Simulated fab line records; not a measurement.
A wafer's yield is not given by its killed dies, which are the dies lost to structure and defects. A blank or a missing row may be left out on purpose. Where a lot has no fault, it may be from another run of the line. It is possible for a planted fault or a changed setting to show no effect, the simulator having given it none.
fab line records	flow nand-harc	part 1 of 2: steps 1 to 4 of 6
record: lots: 21	wafers: 63	last-day: 24
route steps=1159 shown A_STAIRCASE@580
lots that met no fault: taken from a fault-free run of the same line
start-h: start of the lot's first displayed wafer, in hours after the record's first day	wait-h: hours since the lot's step before	" repeats the value in the row above	L1.1+2: a single row standing in for several wafers	- no value, or no start given	* or withheld: withheld	< > ~ a bound
route shown NAME@n: NAME is a module with steps in the file, n the number in the route of the first one	usual: mean/standard deviation of fault-free wafers	same: alike in all rows	chamber/n: place in a boat	sites: the reading at each site	_std_site: the values' standard deviation	_edge_site: outer sites' mean less inner sites'	radius-mm: how far each site lies from the wafer's centre	mask NAME#n: copy n	behind: the last tool/chamber to shape the wafer	hold: the reason the lot was held/the length of the hold in hours/how it ended	device: which transistor (n, p or np) failed to switch	end of line: tests run on the same wafers once the route is complete	a step without rows: its recipe alone	killed: the dies lost at the first sort to structure and to defects; this is not the yield of the wafer	map: the dies of a wafer, with x for killed, . for not killed, _ for no die there
set.NAME: the setting the step ran with; set.NAME@STEP: the setting that earlier step ran with	model.NAME: the simulator's own value behind a step, which no gauge read
route steps across a sampled set of lots; one table per step, one row per wafer
services: a tool's chamber out of use, with start hour (start-h, from the record's first day; less than 0 if before it), hours out, and reason
== steps ==
step: NHARC_A_STAIRCASE_DESCUM_186
recipe: time-s: 3	o2-flow-sccm: 200	ar-flow-sccm: 0	bias-power-w: 0	chemistry: O2
usual: drypump-motor-current-A: 5.5/0.4	o2-flow-sccm: 200.0/0.55	oes-product-au: 1.004/0.013	rf-vpp-V: 57.7/0.86	showerhead-plenum-p-Torr: 1.88/0.063	throttle-valve-pct: 11.311/0.0089
lot.wafer	tool	chamber	start-h	wait-h	drypump-motor-current-A	o2-flow-sccm	oes-product-au	rf-hours-counter-h	rf-vpp-V	showerhead-plenum-p-Torr	throttle-valve-pct
L074.3	rie-diel-12	0	219.69	-	5.6	199.9	0.979	2	58.5	1.97	11.319
L074.1	"	2	"	"	6.1	199.8	0.988	3	59.5	2.02	11.305
L074.5	"	1	"	"	5.9	199.8	0.997	-	58.3	1.85	11.295
L075.3	rie-diel-02	0	248.63	-	5.9	200.0	0.990	36	57.0	1.84	11.299
L075.2	"	2	"	"	5.3	200.0	1.007	36	56.7	1.85	11.297
L075.1	"	3	"	"	5.2	199.8	1.002	35	57.9	1.88	11.321
L076.3	rie-diel-02	2	259.32	-	5.3	199.8	0.999	39	57.6	1.85	11.316
L076.2	"	3	"	"	5.2	199.5	1.006	38	58.1	1.88	11.308
L076.6	"	0	"	"	5.8	199.8	1.016	-	58.5	1.84	11.312
L078.1	rie-diel-03	3	260.53	-	6.0	199.3	1.007	15	56.8	1.90	11.323
L078.4	"	1	"	"	4.9	199.1	1.000	12	57.7	1.96	11.300
L078.6	"	3	"	"	6.1	200.9	1.022	-	58.2	1.90	11.319
L080.1	rie-diel-02	1	273.43	-	6.0	199.2	1.008	40	55.3	1.78	11.313
L080.4	"	3	"	"	5.1	199.7	0.998	44	56.9	1.88	11.303
L080.5	"	1	"	"	6.0	199.4	1.001	-	56.9	1.78	11.323
L082.2	rie-diel-03	1	277.76	-	4.9	200.1	0.991	19	58.5	1.95	11.307
L082.5	"	1	"	"	4.9	200.1	0.997	-	57.9	1.95	11.304
L082.6	"	2	"	"	5.2	199.3	1.020	-	57.3	1.98	11.308
L081.1	rie-diel-03	3	288.88	-	6.0	200.1	1.015	27	56.6	1.89	11.321
L081.2	"	1	"	"	4.9	199.9	0.986	23	59.1	1.95	11.315
L081.4	"	2	"	"	5.2	199.9	1.015	27	57.9	1.97	11.313
L084.3	rie-diel-03	3	301.45	-	6.0	200.0	1.016	31	56.8	1.89	11.320
L084.4	"	1	"	"	4.9	200.5	1.004	28	58.2	1.95	11.313
L084.5	"	0	"	"	5.1	200.1	1.005	-	57.6	1.90	11.309
L087.1	rie-diel-03	2	308.48	-	5.2	200.2	1.009	34	58.3	1.97	11.305
L087.5	"	0	"	"	5.1	200.5	1.003	-	57.8	1.90	11.313
L087.6	"	1	"	"	4.9	200.2	1.004	-	57.7	1.95	11.319
L086.2	rie-diel-02	0	309.18	-	5.8	199.8	1.007	57	58.2	1.84	11.320
L086.3	"	3	"	"	5.2	200.3	1.013	53	57.5	1.88	11.319
L086.5	"	1	"	"	6.0	200.6	1.003	-	56.9	1.78	11.330
L083.4	rie-diel-02	0	312.22	-	5.8	199.5	1.006	58	58.8	1.84	11.321
L083.5	"	1	"	"	6.0	200.3	1.003	-	56.7	1.78	11.316
L083.6	"	2	"	"	5.3	199.5	0.998	-	58.1	1.84	11.310
L089.3	rie-diel-03	3	325.08	-	6.1	199.8	1.015	40	58.4	1.89	11.300
L089.4	"	1	"	"	4.9	199.6	0.993	38	58.3	1.95	11.320
L089.1	"	2	"	"	5.2	199.6	1.000	40	57.5	1.97	11.313
L088.2	rie-diel-12	2	325.76	-	6.1	200.2	0.978	40	58.2	2.01	11.314
L088.1	"	3	"	"	5.3	199.4	0.992	37	57.9	1.95	11.317
L088.4	"	0	"	"	5.6	200.0	0.982	42	59.6	1.96	11.293
L090.4	rie-diel-03	2	345.41	-	5.2	199.6	0.998	47	57.6	1.97	11.299
L090.6	"	3	"	"	6.0	199.7	1.017	-	58.3	1.89	11.300
L090.5	"	0	"	"	5.1	199.9	1.009	-	58.1	1.89	11.301
L092.4	rie-diel-02	2	348.13	-	5.3	200.7	0.998	3	58.0	1.84	11.312
L092.5	"	3	"	"	5.2	199.9	1.033	-	57.3	1.87	11.296
L092.6	"	0	"	"	5.8	200.2	1.024	-	56.9	1.83	11.312
L093.3	rie-diel-02	1	351.22	-	6.0	199.4	0.993	5	56.5	1.78	11.319
L093.1	"	2	"	"	5.3	199.2	0.989	5	56.7	1.84	11.300
L093.2	"	0	"	"	5.8	199.4	1.016	4	57.4	1.83	11.312
L091.2	rie-diel-03	3	351.64	-	6.0	200.0	1.028	50	57.4	1.89	11.320
L091.4	"	0	"	"	5.1	200.6	1.000	46	58.0	1.89	11.309
L091.5	"	2	"	"	5.2	200.3	1.014	-	58.0	1.97	11.317
L094.2	rie-diel-02	1	355.48	-	6.0	201.2	0.989	6	57.8	1.78	11.299
L094.3	"	3	"	"	5.1	199.3	1.029	5	56.7	1.87	11.322
L094.1	"	0	"	"	5.8	199.4	1.017	6	57.1	1.83	11.314
L095.3	rie-diel-02	3	375.56	-	5.2	200.9	1.025	12	59.3	1.87	11.310
L095.4	"	1	"	"	5.9	199.6	0.988	12	57.7	1.78	11.319
L095.6	"	3	"	"	5.2	200.8	1.020	-	57.7	1.87	11.296
L097.1	rie-diel-02	2	375.88	-	5.3	199.6	0.994	12	57.0	1.84	11.302
L097.4	"	3	"	"	5.2	200.2	1.029	12	56.6	1.87	11.308
L097.5	"	2	"	"	5.3	199.4	1.000	-	58.0	1.84	11.304
L096.4	rie-diel-12	0	378.71	-	5.6	200.8	0.985	61	57.8	1.95	11.323
L096.1	"	3	"	"	5.3	199.6	1.010	57	57.3	1.94	11.325
L096.6	"	1	"	"	5.9	199.4	1.002	-	57.6	1.83	11.312
step: NHARC_A_STAIRCASE_TRIM_189
recipe: time-s: 211.2	o2-flow-sccm: 500	ar-flow-sccm: 0	bias-w: 0	chemistry: O2
usual: drypump-motor-current-A: 5.5/0.41	o2-flow-sccm: 500.1/1.5	oes-product-au: 1.002/0.013	rf-vpp-V: 57.7/0.81	showerhead-plenum-p-Torr: 3.48/0.11	throttle-valve-pct: 17.038/0.0085
lot.wafer	tool	chamber	start-h	wait-h	drypump-motor-current-A	o2-flow-sccm	oes-product-au	rf-hours-counter-h	rf-vpp-V	showerhead-plenum-p-Torr	throttle-valve-pct
L074.1	rie-diel-12	2	-	-	6.1	501.1	0.982	3	58.4	3.71	17.017
L074.3	"	0	"	"	5.6	502.1	0.962	3	57.7	3.63	17.030
L074.5	"	1	"	"	5.9	499.3	0.998	-	56.5	3.42	17.032
L075.1	rie-diel-02	2	-	-	5.3	500.3	1.002	36	57.2	3.42	17.032
L075.2	"	0	"	"	5.8	499.9	1.010	36	57.6	3.41	17.041
L075.3	"	1	"	"	6.0	500.2	0.996	32	57.0	3.31	17.032
L076.2	rie-diel-02	2	-	-	5.3	499.5	1.002	39	57.1	3.42	17.035
L076.3	"	0	"	"	5.8	501.6	1.009	39	57.6	3.40	17.040
L076.6	"	3	"	"	5.2	500.3	1.000	-	58.2	3.48	17.039
L078.1	rie-diel-03	2	-	-	5.2	500.1	1.006	14	57.3	3.64	17.044
L078.4	"	0	"	"	5.1	501.1	1.001	13	57.6	3.51	17.033
L078.6	"	3	"	"	6.1	498.6	1.005	-	58.3	3.50	17.028
L080.1	rie-diel-02	2	-	-	5.4	500.9	0.987	44	57.6	3.42	17.035
L080.4	"	3	"	"	5.2	500.4	1.011	44	58.1	3.47	17.037
L080.5	"	0	"	"	5.8	500.3	0.995	-	57.8	3.40	17.038
L082.2	rie-diel-03	0	-	-	5.1	501.1	1.000	20	59.0	3.51	17.059
L082.6	"	3	"	"	6.1	498.3	1.005	-	58.9	3.50	17.043
L082.5	"	0	"	"	5.1	500.9	1.008	-	58.2	3.51	17.054
L081.2	rie-diel-03	1	-	-	4.9	501.2	0.999	24	58.2	3.59	17.043
L081.4	"	2	"	"	5.2	499.9	1.013	27	58.7	3.63	17.042
L081.1	"	0	"	"	5.1	499.1	1.013	24	58.0	3.51	17.025
L084.4	rie-diel-03	0	-	-	5.1	501.2	1.008	28	57.8	3.50	17.046
L084.3	"	1	"	"	4.9	498.8	0.983	28	59.3	3.59	17.028
L084.5	"	1	"	"	4.9	501.4	0.998	-	57.7	3.59	17.035
L087.1	rie-diel-03	1	-	-	4.9	498.9	1.005	31	58.6	3.59	17.041
L087.5	"	3	"	"	6.1	498.9	1.015	-	56.7	3.49	17.040
L087.6	"	0	"	"	5.1	501.0	1.007	-	58.7	3.50	17.039
L086.3	rie-diel-02	2	-	-	5.3	502.4	0.997	55	56.6	3.41	17.050
L086.2	"	0	"	"	5.8	498.4	1.008	57	57.5	3.39	17.030
L086.5	"	1	"	"	6.0	501.4	1.002	-	56.8	3.30	17.027
L083.4	rie-diel-02	2	-	-	5.3	498.1	0.996	57	57.4	3.41	17.039
L083.5	"	0	"	"	5.8	499.3	1.004	-	57.5	3.39	17.037
L083.6	"	1	"	"	6.0	500.2	0.995	-	57.2	3.30	17.050
L089.1	rie-diel-03	1	-	-	4.9	498.4	0.997	38	58.3	3.59	17.031
L089.3	"	2	"	"	5.2	498.6	1.003	40	57.3	3.62	17.044
L089.4	"	3	"	"	6.0	499.9	1.019	40	58.4	3.49	17.045
L088.4	rie-diel-12	1	-	-	5.9	498.8	1.009	43	57.4	3.40	17.027
L088.1	"	3	"	"	5.3	499.5	1.001	37	57.6	3.59	17.057
L088.2	"	0	"	"	5.6	500.0	0.982	43	58.5	3.60	17.031
L090.4	rie-diel-03	0	-	-	5.1	500.2	1.011	44	58.2	3.49	17.039
L090.6	"	2	"	"	5.2	500.9	1.000	-	58.2	3.62	17.027
L090.5	"	3	"	"	6.0	501.5	1.023	-	55.6	3.48	17.024
L092.4	rie-diel-02	3	-	-	5.2	499.2	1.027	3	57.2	3.46	17.036
L092.6	"	1	"	"	6.0	500.9	0.994	-	57.6	3.30	17.043
L092.5	"	2	"	"	5.3	501.0	1.001	-	58.5	3.40	17.037
L093.3	rie-diel-02	0	-	-	5.8	496.7	1.018	4	57.1	3.39	17.044
L093.1	"	2	"	"	5.3	498.1	0.998	5	57.5	3.40	17.023
L093.2	"	3	"	"	5.2	500.8	1.034	4	58.0	3.46	17.046
L091.4	rie-diel-03	1	-	-	4.9	501.4	0.997	44	58.6	3.58	17.044
L091.2	"	2	"	"	5.2	501.9	1.005	50	58.2	3.62	17.036
L091.5	"	0	"	"	5.1	500.6	0.993	-	57.5	3.49	17.040
L094.1	rie-diel-02	0	-	-	5.8	497.3	1.016	6	57.5	3.39	17.036
L094.2	"	1	"	"	6.0	501.5	0.980	7	56.6	3.29	17.034
L094.3	"	2	"	"	5.3	499.1	0.978	6	57.9	3.40	17.058
L095.4	rie-diel-02	1	-	-	6.0	502.8	0.991	12	55.9	3.29	17.031
L095.3	"	2	"	"	5.4	500.3	0.989	12	56.8	3.40	17.043
L095.6	"	2	"	"	5.3	500.9	0.983	-	58.0	3.40	17.033
L097.4	rie-diel-02	1	-	-	6.0	498.4	0.980	12	59.0	3.29	17.024
L097.1	"	2	"	"	5.4	499.4	0.988	13	57.1	3.40	17.032
L097.5	"	0	"	"	5.8	499.3	1.013	-	55.9	3.38	17.044
L096.4	rie-diel-12	0	-	-	5.6	499.6	0.980	61	57.0	3.59	17.038
L096.1	"	2	"	"	6.1	499.5	0.978	59	57.1	3.68	17.036
L096.6	"	0	"	"	5.6	499.0	0.982	-	57.8	3.59	17.029
step: NHARC_A_STAIRCASE_TRIM_193
recipe: time-s: 211.2	o2-flow-sccm: 500	ar-flow-sccm: 0	bias-w: 0	chemistry: O2
usual: drypump-motor-current-A: 5.5/0.39	o2-flow-sccm: 499.8/1.5	oes-product-au: 1.002/0.012	rf-vpp-V: 57.8/0.9	showerhead-plenum-p-Torr: 3.48/0.11	throttle-valve-pct: 17.036/0.0089
lot.wafer	tool	chamber	start-h	wait-h	drypump-motor-current-A	o2-flow-sccm	oes-product-au	rf-hours-counter-h	rf-vpp-V	showerhead-plenum-p-Torr	throttle-valve-pct
L074.1	rie-diel-12	0	-	-	5.6	500.4	0.972	3	57.9	3.62	17.042
L074.3	"	1	"	"	5.9	500.1	0.995	3	57.3	3.42	17.022
L074.5	"	0	"	"	5.6	498.6	0.977	-	57.8	3.63	17.039
L075.1	rie-diel-02	3	-	-	5.2	499.9	1.000	35	57.5	3.48	17.043
L075.3	"	0	"	"	5.8	498.3	1.002	36	56.4	3.41	17.041
L075.2	"	1	"	"	6.0	502.2	0.998	32	58.7	3.31	17.033
L076.3	rie-diel-02	3	-	-	5.2	499.5	1.010	38	57.8	3.48	17.029
L076.2	"	1	"	"	6.0	497.9	1.012	35	57.1	3.31	17.043
L076.6	"	3	"	"	5.2	500.3	1.003	-	58.9	3.48	17.049
L078.4	rie-diel-03	2	-	-	5.2	499.9	1.010	16	59.7	3.64	17.048
L078.1	"	3	"	"	6.1	499.6	1.006	17	57.4	3.50	17.040
L078.6	"	2	"	"	5.2	500.0	1.009	-	59.2	3.64	17.027
L080.1	rie-diel-02	1	-	-	6.0	499.2	1.007	40	56.5	3.31	17.042
L080.4	"	2	"	"	5.4	497.5	0.986	45	56.9	3.42	17.038
L080.5	"	0	"	"	5.8	498.4	1.000	-	56.2	3.40	17.023
L082.2	rie-diel-03	0	-	-	5.1	498.1	0.997	20	58.3	3.51	17.035
L082.5	"	3	"	"	6.1	502.8	1.019	-	58.4	3.50	17.021
L082.6	"	0	"	"	5.1	498.8	1.016	-	57.4	3.51	17.041
L081.4	rie-diel-03	3	-	-	6.1	499.9	1.007	27	56.9	3.49	17.026
L081.2	"	0	"	"	5.1	502.3	1.013	24	57.4	3.51	17.029
L081.1	"	1	"	"	4.9	499.5	0.991	24	57.0	3.59	17.065
L084.3	rie-diel-03	0	-	-	5.1	501.2	1.006	28	58.1	3.50	17.040
L084.4	"	2	"	"	5.2	499.4	1.004	32	59.0	3.63	17.043
L084.5	"	1	"	"	4.9	500.6	1.000	-	58.5	3.59	17.036
L087.1	rie-diel-03	3	-	-	6.0	500.9	1.016	34	57.5	3.49	17.047
L087.6	"	3	"	"	6.0	502.9	1.017	-	58.7	3.49	17.035
L087.5	"	0	"	"	5.1	499.7	1.011	-	59.1	3.50	17.032
L086.2	rie-diel-02	2	-	-	5.4	500.0	1.000	56	58.2	3.41	17.031
L086.3	"	1	"	"	6.0	503.3	0.993	51	56.9	3.30	17.041
L086.5	"	3	"	"	5.2	500.3	0.999	-	56.8	3.47	17.050
L083.4	rie-diel-02	0	-	-	5.9	498.0	1.008	58	55.3	3.39	17.048
L083.6	"	2	"	"	5.3	499.8	0.982	-	58.0	3.41	17.036
L083.5	"	3	"	"	5.2	498.6	1.001	-	56.7	3.47	17.029
L089.3	rie-diel-03	2	-	-	5.2	499.6	1.019	40	58.2	3.62	17.026
L089.4	"	3	"	"	6.0	497.2	1.016	41	56.7	3.49	17.031
L089.1	"	0	"	"	5.1	499.6	1.016	38	57.4	3.50	17.045
L088.2	rie-diel-12	0	-	-	5.6	499.8	0.989	43	56.7	3.60	17.044
L088.1	"	1	"	"	5.9	498.8	0.995	43	56.9	3.40	17.041
L088.4	"	2	"	"	6.1	500.9	0.982	41	60.0	3.69	17.050
L090.4	rie-diel-03	2	-	-	5.2	499.5	1.012	47	57.3	3.62	17.044
L090.6	"	2	"	"	5.2	499.9	0.997	-	58.6	3.62	17.034
L090.5	"	3	"	"	6.1	502.2	1.021	-	58.1	3.48	17.044
L092.4	rie-diel-02	2	-	-	5.3	499.5	1.004	4	57.5	3.40	17.012
L092.5	"	1	"	"	6.0	497.7	0.999	-	57.0	3.30	17.036
L092.6	"	2	"	"	5.4	498.8	0.997	-	57.8	3.40	17.038
L093.1	rie-diel-02	1	-	-	6.0	499.4	0.983	5	56.7	3.29	17.021
L093.2	"	3	"	"	5.2	496.1	1.022	4	57.5	3.46	17.040
L093.3	"	0	"	"	5.9	501.1	1.022	5	57.8	3.39	17.039
L091.4	rie-diel-03	3	-	-	6.0	499.2	1.025	50	56.8	3.48	17.040
L091.2	"	1	"	"	4.9	501.0	0.997	45	57.5	3.58	17.038
L091.5	"	3	"	"	6.1	501.2	1.019	-	59.1	3.48	17.027
L094.3	rie-diel-02	2	-	-	5.4	496.1	0.984	7	57.1	3.40	17.035
L094.1	"	0	"	"	5.8	498.1	1.011	6	57.6	3.39	17.034
L094.2	"	1	"	"	6.0	497.0	0.996	7	56.6	3.29	17.026
L095.3	rie-diel-02	0	-	-	5.8	498.5	1.013	12	58.5	3.38	17.036
L095.4	"	3	"	"	5.2	499.4	1.018	12	57.3	3.46	17.030
L095.6	"	1	"	"	6.0	500.2	0.997	-	57.4	3.29	17.041
L097.4	rie-diel-02	3	-	-	5.2	498.1	1.032	12	58.0	3.46	17.039
L097.1	"	0	"	"	5.9	501.5	1.012	12	55.5	3.38	17.028
L097.5	"	2	"	"	5.4	497.8	0.988	-	56.4	3.40	17.031
L096.1	rie-diel-12	3	-	-	5.3	500.6	1.013	57	57.9	3.57	17.032
L096.4	"	2	"	"	6.1	498.6	0.974	60	58.6	3.68	17.052
L096.6	"	0	"	"	5.6	500.2	0.981	-	58.0	3.59	17.023
step: NHARC_A_STAIRCASE_ETCH_194
recipe: target-depth-a: 1000	time-s: 40.5	ion-energy-ev: 400	c4f8-flow-sccm: 20	o2-flow-sccm: 10	ar-flow-sccm: withheld	rf-w: 600	bias-w: 1000	chemistry: C4F8/O2
usual: oes-product-au: 0.947/0.017	rf-vpp-V: 894/3.9
lot.wafer	tool	chamber	start-h	wait-h	oes-product-au	rf-hours-counter-h	rf-vpp-V
L074.1	rie-diel-12	3	-	-	0.950	3	899
L074.3	"	2	"	"	0.921	3	903
L074.5	"	3	"	"	0.950	-	898
L075.3	rie-diel-02	2	-	-	0.954	37	892
L075.1	"	3	"	"	0.952	36	895
L075.2	"	0	"	"	0.953	36	891
L076.3	rie-diel-02	3	-	-	0.934	39	895
L076.2	"	0	"	"	0.934	39	891
L076.6	"	0	"	"	0.932	-	891
L078.4	rie-diel-03	1	-	-	0.936	14	897
L078.1	"	0	"	"	0.944	15	893
L078.6	"	1	"	"	0.938	-	898
L080.1	rie-diel-02	3	-	-	0.942	45	893
L080.4	"	1	"	"	0.941	40	887
L080.5	"	2	"	"	0.931	-	892
L082.2	rie-diel-03	2	-	-	0.958	22	899
L082.6	"	0	"	"	0.944	-	895
L082.5	"	1	"	"	0.939	-	897
L081.4	rie-diel-03	0	-	-	0.948	24	895
L081.1	"	1	"	"	0.933	24	899
L081.2	"	2	"	"	0.947	27	899
L084.3	rie-diel-03	3	-	-	0.973	32	897
L084.4	"	2	"	"	0.956	32	900
L084.5	"	3	"	"	0.977	-	895
L087.1	rie-diel-03	2	-	-	0.958	35	901
L087.6	"	1	"	"	0.947	-	898
L087.5	"	2	"	"	0.945	-	898
L086.2	rie-diel-02	3	-	-	0.952	54	893
L086.3	"	0	"	"	0.958	57	888
L086.5	"	1	"	"	0.953	-	887
L083.4	rie-diel-02	1	-	-	0.951	52	886
L083.6	"	2	"	"	0.929	-	891
L083.5	"	3	"	"	0.954	-	892
L089.1	rie-diel-03	3	-	-	0.937	41	893
L089.4	"	0	"	"	0.941	38	895
L089.3	"	1	"	"	0.914	38	898
L088.1	rie-diel-12	1	-	-	0.956	43	891
L088.4	"	2	"	"	0.918	41	902
L088.2	"	0	"	"	0.928	43	898
L090.4	rie-diel-03	0	-	-	0.956	45	894
L090.5	"	2	"	"	0.953	-	901
L090.6	"	3	"	"	0.956	-	894
L092.4	rie-diel-02	1	-	-	0.940	4	887
L092.5	"	1	"	"	0.931	-	887
L092.6	"	2	"	"	0.922	-	890
L093.2	rie-diel-02	3	-	-	0.970	4	894
L093.3	"	1	"	"	0.941	5	888
L093.1	"	2	"	"	0.938	5	892
L091.2	rie-diel-03	1	-	-	0.937	45	897
L091.4	"	0	"	"	0.943	47	895
L091.5	"	1	"	"	0.946	-	899
L094.1	rie-diel-02	3	-	-	0.952	6	894
L094.2	"	1	"	"	0.925	7	887
L094.3	"	2	"	"	0.924	7	891
L095.4	rie-diel-02	2	-	-	0.929	13	891
L095.3	"	3	"	"	0.976	12	893
L095.6	"	1	"	"	0.932	-	887
L097.1	rie-diel-02	2	-	-	0.938	13	891
L097.4	"	0	"	"	0.955	12	891
L097.5	"	2	"	"	0.927	-	890
L096.4	rie-diel-02	1	379.86	-	0.984	13	887
L096.1	"	0	"	"	1.017	13	891
L096.6	"	2	"	"	0.989	-	892
